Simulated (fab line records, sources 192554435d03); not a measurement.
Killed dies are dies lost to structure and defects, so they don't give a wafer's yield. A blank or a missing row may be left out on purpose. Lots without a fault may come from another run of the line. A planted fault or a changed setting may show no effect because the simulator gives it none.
fab line records | flow n5_finfet
record lots=10 wafers=30 last_day=19
route steps=1938 shown FIN_SAQP@116 PASSIVATION@1936
lots that met no fault: from a run of the same line without faults
start_h: hours from the record's first day to the start of the lot's first wafer shown | wait_h: hours since the lot's step before | " the same as in the row above | L1.1+2: a row that stands for several wafers | - no value, or no start given | * or withheld: withheld | < > ~ a bound
route shown NAME@n: a module of which the file shows steps, and the number in the route of the first | usual: mean/standard deviation of fault-free wafers | same: alike in all rows | chamber/n: place in a boat | sites: the reading at each site | _std_site: their standard deviation | _edge_site: outer sites' mean less inner sites' | radius_mm: how far each site lies from the wafer's centre | mask NAME#n: copy n | behind: the tool/chamber that last shaped the wafer | hold: why the lot was held/for how many hours/how that ended | device: the transistor (n, p or np) that didn't switch | end of line: the same wafers' tests at the end of the route | a step without rows: its recipe alone | killed: dies lost to structure and defects at the first sort, not the wafer's yield | map: a wafer's dies, x killed, . not, _ none there
set.NAME: the setting as run; set.NAME@STEP: as run at that earlier step | model.NAME: the simulator's own value behind a step, which no gauge read
steps of the route over a sample of lots; a table a step, a row a wafer
services: from which hour (start_h, from the record's first day; less than 0 if before it) a tool's chamber was out of use, for how many hours, and why
## steps
# step N5_FIN_SAQP_ETCH_52
# recipe chemistry=N2/H2 target=SOC target_depth_a=1000 overetch_a=200 mask_material=SiARC temp_c=40 time_s=150 ion_energy_ev=200 pressure_mtorr=30 source_w=840 bias_w=150 n2_flow_sccm=200 h2_flow_sccm=200 ends=end_point
# usual drypump_motor_current_A=5.8/0.44 n2_flow_sccm=200.0/0.58 oes_product_au=0.69/0.059 rf_fwd_power_W=835.4/2.7 rf_vpp_V=524.7/1.6 showerhead_plenum_p_Torr=2.57/0.049 throttle_valve_pct=17.79/0.19
# columns lot.wafer tool chamber start_h wait_h drypump_motor_current_A n2_flow_sccm oes_product_au rf_fwd_power_W rf_hours_counter_h rf_vpp_V showerhead_plenum_p_Torr throttle_valve_pct
L646.3 rie_diel-02 2 23.02 0.0 4.9 199.8 0.69 833.0 115 525.4 2.56 18.04
L646.4 " 0 " " 6.2 201.2 0.84 834.4 11 527.0 2.59 17.59
L646.5 " 1 " " 5.7 200.0 0.70 833.9 - 522.4 2.56 17.84
L647.2 rie_diel-05 3 28.33 0.0 5.5 200.4 0.70 835.7 119 527.1 2.67 17.67
L647.4 " 1 " " 6.3 200.3 0.61 835.4 249 523.2 2.50 17.75
L647.6 " 3 " " 5.5 200.4 0.70 838.2 - 526.8 2.67 17.69
L653.1 rie_diel-02 0 64.57 0.0 6.2 200.8 0.81 834.1 25 525.1 2.59 17.62
L653.3 " 1 " " 5.7 199.3 0.68 830.1 138 523.6 2.55 17.89
L653.4 " 2 " " 4.9 200.1 0.69 836.6 126 523.0 2.55 18.06
L655.1 rie_diel-05 2 76.37 0.0 5.7 200.5 0.67 838.1 166 522.2 2.53 17.59
L655.5 " 1 " " 6.3 199.9 0.83 831.8 - 522.3 2.50 17.36
L655.6 " 2 " " 5.7 200.4 0.67 837.2 - 524.7 2.53 17.61
L658.2 rie_diel-02 1 96.53 0.0 5.7 199.8 0.68 835.5 146 522.9 2.55 17.89
L658.3 " 2 " " 4.9 200.1 0.69 834.6 133 523.0 2.55 18.05
L658.6 " 2 " " 4.9 201.2 0.69 831.6 - 523.2 2.55 18.06
L659.3 rie_diel-05 0 101.20 0.0 6.2 199.5 0.69 838.8 105 525.5 2.56 17.79
L659.4 " 3 " " 5.5 200.0 0.68 836.8 145 526.2 2.66 17.72
L659.6 " 2 " " 5.7 200.0 0.66 830.3 - 522.9 2.53 17.62
L660.3 rie_diel-02 3 105.94 0.0 5.8 199.1 0.64 837.9 204 526.1 2.63 18.01
L660.5 " 2 " " 4.9 200.2 0.68 840.0 - 525.2 2.55 18.07
L660.6 " 3 " " 5.8 199.8 0.64 840.2 - 525.6 2.63 18.01
L664.2 rie_diel-02 3 129.98 0.0 5.8 200.0 0.64 833.6 211 526.6 2.63 18.03
L664.3 " 2 " " 4.9 200.4 0.67 840.0 143 524.3 2.55 18.09
L664.4 " 1 " " 5.7 199.7 0.67 835.1 156 523.4 2.55 17.92
L665.3 rie_diel-05 0 149.67 0.0 6.1 200.3 0.68 836.7 117 523.1 2.55 17.78
L665.5 " 3 " " 5.5 199.3 0.68 834.0 - 526.7 2.65 17.74
L665.6 " 0 " " 6.1 201.2 0.68 840.5 - 524.4 2.55 17.81
L669.1 rie_diel-05 3 162.86 0.0 5.4 199.7 0.67 835.7 162 527.1 2.65 17.76
L669.2 " 0 " " 6.2 199.9 0.68 836.8 123 524.1 2.55 17.81
L669.6 " 2 " " 5.7 200.3 0.65 836.0 - 521.8 2.52 17.64
# step N5_FIN_SAQP_HM_OPEN_73
# recipe chemistry=CHF3/O2 target=SiO2 stop_on=a-Si target_depth_a=120 over_etch_frac=1.8 mask_material=SOC time_s=16.8 pressure_mtorr=30 source_w=650 bias_w=170 Ar_flow_sccm=200 CHF3_flow_sccm=50 O2_flow_sccm=5 ion_energy_ev=200 ends=end_point
# usual drypump_motor_current_A=5.7/0.44 oes_o_777_au=0.77/0.067 oes_product_au=0.47/0.039 rf_vpp_V=527/4.3 showerhead_plenum_p_Torr=2.44/0.043 throttle_valve_pct=18.79/0.16
# columns lot.wafer tool chamber start_h wait_h drypump_motor_current_A oes_o_777_au oes_product_au rf_hours_counter_h rf_vpp_V showerhead_plenum_p_Torr throttle_valve_pct
L646.3 rie_diel-02 2 23.13 0.0 4.9 0.78 0.47 115 531 2.43 18.98
L646.4 " 0 " " 6.2 0.95 0.57 12 530 2.46 18.62
L646.5 " 1 " " 5.7 0.77 0.47 - 533 2.43 18.90
L647.2 rie_diel-05 3 28.44 0.0 5.4 0.78 0.46 119 524 2.52 18.68
L647.4 " 1 " " 6.3 0.67 0.41 249 530 2.37 18.84
L647.6 " 3 " " 5.5 0.78 0.47 - 525 2.52 18.70
L653.1 rie_diel-02 0 64.67 0.0 6.3 0.91 0.54 25 530 2.45 18.62
L653.3 " 1 " " 5.7 0.76 0.45 138 533 2.43 18.93
L653.4 " 2 " " 4.9 0.77 0.47 126 532 2.42 19.01
L655.1 rie_diel-05 2 76.47 0.0 5.7 0.76 0.45 167 524 2.41 18.62
L655.5 " 1 " " 6.3 0.92 0.55 - 529 2.37 18.46
L655.6 " 2 " " 5.7 0.76 0.45 - 524 2.41 18.63
L658.2 rie_diel-02 1 96.64 0.0 5.7 0.75 0.45 146 533 2.42 18.92
L658.3 " 2 " " 4.9 0.77 0.46 133 531 2.42 18.99
L658.6 " 2 " " 4.9 0.77 0.46 - 530 2.42 19.01
L659.3 rie_diel-05 0 101.31 0.0 6.1 0.77 0.46 105 523 2.43 18.83
L659.4 " 3 " " 5.5 0.75 0.47 145 524 2.51 18.72
L659.6 " 2 " " 5.7 0.75 0.45 - 523 2.41 18.64
L660.3 rie_diel-02 3 106.05 0.0 5.8 0.71 0.43 204 532 2.48 18.93
L660.5 " 2 " " 4.9 0.77 0.46 - 528 2.42 19.01
L660.6 " 3 " " 5.8 0.70 0.44 - 531 2.48 18.93
L664.2 rie_diel-02 3 130.09 0.0 5.8 0.70 0.43 211 533 2.48 18.94
L664.3 " 2 " " 4.9 0.76 0.46 143 531 2.41 19.03
L664.4 " 1 " " 5.7 0.74 0.45 156 530 2.42 18.95
L665.3 rie_diel-05 0 149.78 0.0 6.1 0.76 0.46 117 523 2.42 18.84
L665.5 " 3 " " 5.5 0.74 0.46 - 524 2.51 18.77
L665.6 " 0 " " 6.1 0.76 0.45 - 522 2.42 18.84
L669.1 rie_diel-05 3 162.97 0.0 5.5 0.74 0.45 162 524 2.50 18.75
L669.2 " 0 " " 6.1 0.75 0.45 123 522 2.42 18.84
L669.6 " 2 " " 5.7 0.74 0.44 - 523 2.40 18.65
# step N5_FIN_SAQP_SPACER1_ALD_24
# recipe material=SiO2 target_thk_a=203 temp_c=300 ald_precursor_family=BDEAS ald_co_reactant=O2-plasma pulse_time_s=1 purge_time_s=2 co_reactant_purge_time_s=2 ald_cycles=218 pressure_torr=2
# usual heater_power_w=453/44 precursor_pulse_height_rel=1.000/0.018
# same pulse_time_s=1
# columns lot.wafer tool chamber start_h wait_h heater_power_w precursor_pulse_height_rel
L646.3 ald_sin-02 1 24.02 0.1 530 0.992
L646.4 " 0 " " 433 0.999
L646.5 " 0 " " 434 0.976
L647.2 ald_sin-01 3 29.87 0.8 473 1.011
L647.4 " 0 " " 505 1.007
L647.6 " 1 " " 409 0.997
L653.1 ald_sin-01 1 65.56 0.3 422 1.030
L653.3 " 2 " " 481 1.028
L653.4 " 3 " " 477 1.003
L655.1 ald_sin-01 1 77.66 0.3 413 1.039
L655.5 " 1 " " 425 1.010
L655.6 " 0 " " 506 0.960
L658.2 ald_sin-01 3 98.98 1.7 468 0.999
L658.3 " 1 " " 410 0.972
L658.6 " 1 " " 418 0.984
L659.3 ald_sin-02 3 102.20 0.1 426 0.998
L659.4 " 1 " " 526 0.986
L659.6 " 2 " " 361 0.977
L660.3 ald_sin-01 3 107.21 0.4 469 1.023
L660.5 " 2 " " 487 0.973
L660.6 " 3 " " 480 0.997
L664.2 ald_sin-04 3 131.21 0.3 434 1.010
L664.3 " 1 " " 431 0.989
L664.4 " 0 " " 389 1.003
L665.3 ald_sin-04 1 150.86 0.1 413 0.981
L665.5 " 2 " " 417 1.019
L665.6 " 1 " " 431 1.017
L669.1 ald_sin-01 3 163.90 0.3 483 0.984
L669.2 " 0 " " 512 0.975
L669.6 " 2 " " 490 1.019
# step N5_FIN_SAQP_MANDREL_ETCH_58
# recipe chemistry=HBr/Cl2 target=a-Si target_depth_a=450 bt_time_s=10 stop_on=SiNx mask_material=SiO2 over_etch_frac=0.8 time_s=27 pressure_mtorr=10 icp_w=800 bias_w=75 HBr_flow_sccm=150 Cl2_flow_sccm=80 ends=end_point
# usual drypump_motor_current_A=5.7/0.54 oes_product_au=0.702/0.015 rf_fwd_power_W=794.3/2.8 throttle_valve_pct=35.66/0.26
# columns lot.wafer tool chamber start_h wait_h drypump_motor_current_A oes_product_au rf_fwd_power_W rf_hours_counter_h throttle_valve_pct
L646.3 rie_si-03 2 25.12 0.0 5.2 0.711 798.2 104 35.48
L646.4 " 3 " " 4.9 0.730 795.0 79 35.76
L646.5 " 3 " " 4.9 0.720 789.9 - 35.80
L647.2 rie_si-03 1 31.20 0.0 5.7 0.685 796.8 181 35.94
L647.4 " 0 " " 6.0 0.691 796.4 147 35.25
L647.6 " 3 " " 4.9 0.715 792.9 - 35.78
L653.1 rie_si-02 3 66.67 0.0 5.6 0.670 793.7 3 35.55
L653.3 " 1 " " 5.9 0.684 792.7 183 36.06
L653.4 " 2 " " 5.0 0.715 794.9 71 36.04
L655.1 rie_si-03 3 78.89 0.0 4.9 0.721 792.3 80 35.76
L655.5 " 2 " " 5.2 0.717 797.6 - 35.44
L655.6 " 3 " " 4.9 0.718 792.7 - 35.80
L658.2 rie_si-01 3 100.08 0.0 5.7 0.688 793.5 123 35.24
L658.3 " 1 " " 6.7 0.718 791.5 83 35.85
L658.6 " 1 " " 6.7 0.718 788.4 - 35.84
L659.3 rie_si-03 3 103.31 0.0 4.9 0.717 789.4 80 35.81
L659.4 " 1 " " 5.6 0.688 794.4 182 35.96
L659.6 " 1 " " 5.7 0.697 796.7 - 35.96
L660.3 rie_si-01 1 108.31 0.0 6.7 0.724 789.4 83 35.84
L660.5 " 1 " " 6.7 0.725 789.3 - 35.82
L660.6 " 2 " " 6.4 0.706 797.3 - 35.65
L664.2 rie_si-03 2 132.32 0.0 5.2 0.709 316.2 106 35.45
L664.3 " 1 " " 5.6 0.699 316.4 183 35.93
L664.4 " 0 " " 6.0 0.694 315.8 149 35.26
L665.3 rie_si-03 2 152.19 0.0 5.2 0.725 312.3 106 35.45
L665.5 " 2 " " 5.2 0.717 312.3 - 35.45
L665.6 " 1 " " 5.6 0.703 319.9 - 35.93
L669.1 rie_si-01 2 165.03 0.0 6.4 0.704 792.1 71 35.65
L669.2 " 0 " " 5.4 0.694 794.3 93 35.65
L669.6 " 3 " " 5.8 0.699 790.3 - 35.21
# step N5_PASSIVATION_PROBE_49
# usual killed_at_M0_to_M3=37/12 killed_at_M4_up=15/5.6 killed_at_contacts=13/6.9 killed_at_front_end=40/11 killed_at_other=4/3.2 killed_dies=109/20 killed_open=73/15 killed_short=35/8.3
# same gross_dies=1180 killed_at_back_side=0
# columns lot.wafer tool chamber start_h wait_h killed_at_M0_to_M3 killed_at_M4_up killed_at_contacts killed_at_front_end killed_at_other killed_dies killed_open killed_short
L646.3 prober-01 - 307.44 0.1 33 17 24 34 5 113 87 26
L646.4 prober-01 - 307.49 0.2 46 7 16 38 1 108 79 29
L646.5 prober-01 - 307.54 0.2 37 12 22 60 8 139 104 35
L653.1 prober-01 - 377.42 0.0 49 11 25 54 10 149 103 45
L653.3 prober-01 - 377.52 0.1 30 14 27 34 6 111 74 36
L653.4 prober-01 - 377.57 0.2 35 16 25 43 3 122 82 40
L664.2 prober-01 - 407.75 0.2 47 20 34 34 3 138 87 49
L664.3 prober-01 - 407.80 0.2 47 12 33 22 3 117 78 36
L664.4 prober-01 - 407.85 0.3 56 13 24 34 1 128 93 34
L660.3 prober-01 - 411.94 0.1 39 13 8 35 1 96 68 28
L660.5 prober-01 - 412.04 0.2 34 8 8 44 3 97 50 47
L660.6 prober-01 - 412.09 0.3 39 12 5 32 4 92 61 30
L659.3 prober-02 - 426.95 0.1 36 8 12 33 10 99 58 41
L659.4 prober-02 - 427.00 0.2 41 11 21 34 1 108 64 42
L659.6 prober-02 - 427.10 0.3 28 14 9 24 9 84 58 25
L665.3 prober-02 - 435.31 0.1 26 15 22 38 3 104 73 31
L665.5 prober-02 - 435.41 0.2 35 19 8 50 1 113 71 42
L665.6 prober-02 - 435.46 0.3 31 14 9 41 0 95 62 33
L669.1 prober-02 - 454.25 0.0 15 20 26 39 1 101 69 32
L669.2 prober-02 - 454.30 0.1 32 17 19 42 4 114 85 28
L669.6 prober-02 - 454.50 0.3 28 22 14 58 2 124 91 30
# killed by level:class
L646.3 MOL_CONTACT_COAG:geometric_particle:open=23 BEOL_M0_SAQP:geometric_particle:short=8 BEOL_M3:geometric_particle:open=8 STI_FIN_REVEAL:geometric_particle:open=6 BEOL_M1:geometric_particle:open=6 BEOL_M5:geometric_particle:open=6 BEOL_M0_SAQP:geometric_particle:open=5 BEOL_M7:geometric_particle:open=5
L646.4 MOL_CONTACT_COAG:geometric_particle:open=15 FIN_SAQP:geometric_particle:open=12 BEOL_M0_SAQP:geometric_particle:open=12 BEOL_M0_SAQP:geometric_particle:short=11 STI_FIN_REVEAL:geometric_particle:open=10 BEOL_M2:geometric_particle:open=6 BEOL_M0:geometric_particle:open=5 BEOL_M1:geometric_particle:open=5
L646.5 STI_FIN_REVEAL:geometric_particle:open=18 MOL_CONTACT_COAG:geometric_particle:open=17 BEOL_M0_SAQP:geometric_particle:open=10 FIN_SAQP:geometric_particle:open=9 BEOL_M2:geometric_particle:open=9 DUMMY_GATE:geometric_particle:open=7 GATE_CUT:geometric_particle:short=6 BEOL_M3:geometric_particle:open=6
L653.1 MOL_CONTACT_COAG:geometric_particle:open=20 BEOL_M0_SAQP:geometric_particle:open=17 BEOL_M0_SAQP:geometric_particle:short=16 STI_FIN_REVEAL:geometric_particle:open=15 FIN_SAQP:geometric_particle:open=8 ILD0:geometric_particle:open=7 FIN_SAQP:geometric_particle:short=5 MOL_CONTACT_COAG:geometric_particle:short=5
L653.3 MOL_CONTACT_COAG:geometric_particle:open=20 BEOL_M0_SAQP:geometric_particle:short=10 BEOL_M0_SAQP:geometric_particle:open=9 FIN_SAQP:geometric_particle:open=6 GATE_CUT:geometric_particle:short=6 MOL_CONTACT_COAG:geometric_particle:short=6 GATE_CUT:geometric_particle:open=5 BEOL_M2:geometric_particle:open=4
L653.4 MOL_CONTACT_COAG:geometric_particle:open=21 FIN_SAQP:geometric_particle:short=9 BEOL_M1:geometric_particle:open=8 STI_FIN_REVEAL:geometric_particle:open=8 BEOL_M5:geometric_particle:open=8 FIN_SAQP:geometric_particle:open=7 BEOL_M2:geometric_particle:open=6 BEOL_M0_SAQP:geometric_particle:short=6
L664.2 MOL_CONTACT_COAG:geometric_particle:open=26 BEOL_M0_SAQP:geometric_particle:short=16 BEOL_M0_SAQP:geometric_particle:open=14 MOL_CONTACT_COAG:geometric_particle:short=8 GATE_CUT:geometric_particle:short=7 BEOL_M4:geometric_particle:open=7 FIN_SAQP:geometric_particle:open=6 BEOL_M3:geometric_particle:open=5
L664.3 MOL_CONTACT_COAG:geometric_particle:open=26 BEOL_M0_SAQP:geometric_particle:short=13 BEOL_M0_SAQP:geometric_particle:open=11 BEOL_M4:geometric_particle:open=7 MOL_CONTACT_COAG:geometric_particle:short=7 BEOL_M0:geometric_particle:open=7 BEOL_M3:geometric_particle:open=7 STARTING-WAFER:geometric_particle:open=4
L664.4 MOL_CONTACT_COAG:geometric_particle:open=20 BEOL_M3:geometric_particle:open=17 BEOL_M0_SAQP:geometric_particle:open=14 FIN_SAQP:geometric_particle:open=11 BEOL_M0_SAQP:geometric_particle:short=9 STI_FIN_REVEAL:geometric_particle:open=7 BEOL_M0:geometric_particle:open=6 FIN_SAQP:geometric_particle:short=5
L660.3 BEOL_M0_SAQP:geometric_particle:short=11 STI_FIN_REVEAL:geometric_particle:open=10 BEOL_M1:geometric_particle:open=9 MOL_CONTACT_COAG:geometric_particle:open=8 BEOL_M2:geometric_particle:open=8 BEOL_M0_SAQP:geometric_particle:open=6 ILD0:geometric_particle:open=4 FIN_SAQP:geometric_particle:open=3
L660.5 FIN_SAQP:geometric_particle:short=12 BEOL_M0_SAQP:geometric_particle:short=12 STI_FIN_REVEAL:geometric_particle:open=10 BEOL_M0_SAQP:geometric_particle:open=8 MOL_CONTACT_COAG:geometric_particle:open=5 FIN_SAQP:geometric_particle:open=4 ILD0:geometric_particle:short=4 MOL_CONTACT_COAG:geometric_particle:short=3
L660.6 STI_FIN_REVEAL:geometric_particle:open=10 BEOL_M3:geometric_particle:open=9 BEOL_M2:geometric_particle:open=7 BEOL_M0_SAQP:geometric_particle:short=6 BEOL_M0_SAQP:geometric_particle:open=5 BEOL_M0:geometric_particle:open=5 FIN_SAQP:geometric_particle:open=4 MOL_CONTACT_COAG:geometric_particle:open=4
L659.3 MOL_CONTACT_COAG:geometric_particle:open=10 BEOL_M0_SAQP:geometric_particle:short=10 FIN_SAQP:geometric_particle:open=8 BEOL_M2:geometric_particle:open=7 STI_FIN_REVEAL:geometric_particle:open=6 BEOL_M0_SAQP:geometric_particle:open=6 FIN_SAQP:geometric_particle:short=5 BEOL_M2:geometric_particle:short=5
L659.4 MOL_CONTACT_COAG:geometric_particle:open=14 BEOL_M0_SAQP:geometric_particle:open=12 BEOL_M0_SAQP:geometric_particle:short=11 GATE_CUT:geometric_particle:open=7 MOL_CONTACT_COAG:geometric_particle:short=7 BEOL_M2:geometric_particle:open=7 BEOL_M2:geometric_particle:short=5 BEOL_M5:geometric_particle:open=5
L659.6 BEOL_M2:geometric_particle:open=10 MOL_CONTACT_COAG:geometric_particle:open=7 BEOL_M0_SAQP:geometric_particle:open=7 BEOL_M4:geometric_particle:open=6 STI_FIN_REVEAL:geometric_particle:open=5 PASS1_DEP:geometric_particle:short=5 BEOL_M0_SAQP:geometric_particle:short=4 STARTING-WAFER:geometric_particle:open=4
L665.3 MOL_CONTACT_COAG:geometric_particle:open=18 FIN_SAQP:geometric_particle:open=9 FIN_SAQP:geometric_particle:short=8 BEOL_M1:geometric_particle:open=8 BEOL_M4:geometric_particle:open=7 STI_FIN_REVEAL:geometric_particle:open=6 BEOL_M2:geometric_particle:open=5 ILD0:geometric_particle:open=4
L665.5 FIN_SAQP:geometric_particle:short=12 STI_FIN_REVEAL:geometric_particle:open=12 FIN_SAQP:geometric_particle:open=11 BEOL_M0_SAQP:geometric_particle:open=10 BEOL_M0_SAQP:geometric_particle:short=9 BEOL_M4:geometric_particle:open=9 STI_FIN_REVEAL:geometric_particle:short=5 BEOL_M4:geometric_particle:short=5
L665.6 DUMMY_GATE:geometric_particle:open=10 STI_FIN_REVEAL:geometric_particle:open=9 BEOL_M0_SAQP:geometric_particle:short=8 BEOL_M0_SAQP:geometric_particle:open=8 MOL_CONTACT_COAG:geometric_particle:open=7 BEOL_M2:geometric_particle:open=7 FIN_SAQP:geometric_particle:open=4 STARTING-WAFER:geometric_particle:short=4
L669.1 MOL_CONTACT_COAG:geometric_particle:open=22 STI_FIN_REVEAL:geometric_particle:open=11 DUMMY_GATE:geometric_particle:open=6 BEOL_M4:geometric_particle:open=6 GATE_CUT:geometric_particle:short=5 BEOL_M6:geometric_particle:open=5 MOL_CONTACT_COAG:geometric_particle:short=4 BEOL_M1:geometric_particle:open=4
L669.2 MOL_CONTACT_COAG:geometric_particle:open=18 BEOL_M3:geometric_particle:open=11 FIN_SAQP:geometric_particle:open=6 STI_FIN_REVEAL:geometric_particle:open=6 DUMMY_GATE:geometric_particle:open=6 BEOL_M0_SAQP:geometric_particle:open=6 BEOL_M4:geometric_particle:open=6 ILD0:geometric_particle:open=5
L669.6 STI_FIN_REVEAL:geometric_particle:open=22 FIN_SAQP:geometric_particle:open=12 BEOL_M4:geometric_particle:open=12 MOL_CONTACT_COAG:geometric_particle:open=10 FIN_SAQP:geometric_particle:short=9 BEOL_M0_SAQP:geometric_particle:open=8 BEOL_M2:geometric_particle:open=7 BEOL_M3:geometric_particle:open=5
## services
# columns tool chamber start_h hours kind
ald_sin-02 - -0.95 0.6 repair
ald_sin-01 3 3.24 1.5 repair
rie_diel-02 - 15.41 0.6 repair
ald_sin-01 0 20.47 6.9 repair
rie_si-01 - 24.00 2.1 repair
ald_sin-04 3 34.95 1.3 repair
rie_si-01 - 37.42 14.6 pm
rie_si-03 0 38.13 3.4 repair
ald_sin-02 - 40.99 6.0 pm
ald_sin-04 3 41.27 1.6 repair
ald_sin-01 3 69.84 2.9 repair
rie_si-03 - 70.51 2.8 pm
rie_diel-02 - 71.96 1.9 repair
ald_sin-02 - 75.15 1.5 repair
ald_sin-04 - 85.25 14.0 pm
rie_diel-02 - 91.19 4.7 repair
ald_sin-01 - 102.83 2.8 pm
ald_sin-04 - 113.38 14.6 pm
ald_sin-01 - 119.33 4.3 pm
ald_sin-04 - 133.53 6.0 pm
ald_sin-01 - 143.33 14.6 pm
rie_si-01 1 143.65 4.7 repair
rie_si-02 0 144.13 3.1 repair
rie_si-01 2 148.58 5.1 repair
## key
first_sign step=N5_FIN_SAQP_MANDREL_ETCH_58 reading=rf_fwd_power_W direction=down sigmas=99+ usual=* struck=*
effect none on later readings
met_at N5_FIN_SAQP_MANDREL_ETCH_58
struck_lots L664,L665
tester_left_out L664,L665
not_acting_at N5_FIN_SAQP_ETCH_52,N5_FIN_SAQP_HM_OPEN_73,N5_FIN_SAQP_SPACER1_ALD_24
onset_between 103.31 132.32
fault kind=process_parameter_drift tool=rie_si-03 chamber=- onset_h=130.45 steps=N5_FIN_SAQP_MANDREL_ETCH_58 channel=icp_w offset=-480 shape=step end_h=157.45 acts_in=these_recipes_only stated=800
# tester_left_out: of these lots the tester's yield and bins aren't shown, on N5 and GAA mostly nor the transistor test; their killed dies are dies lost to structure and defects alone, not to doping, threshold or leakage, so they don't give the yield
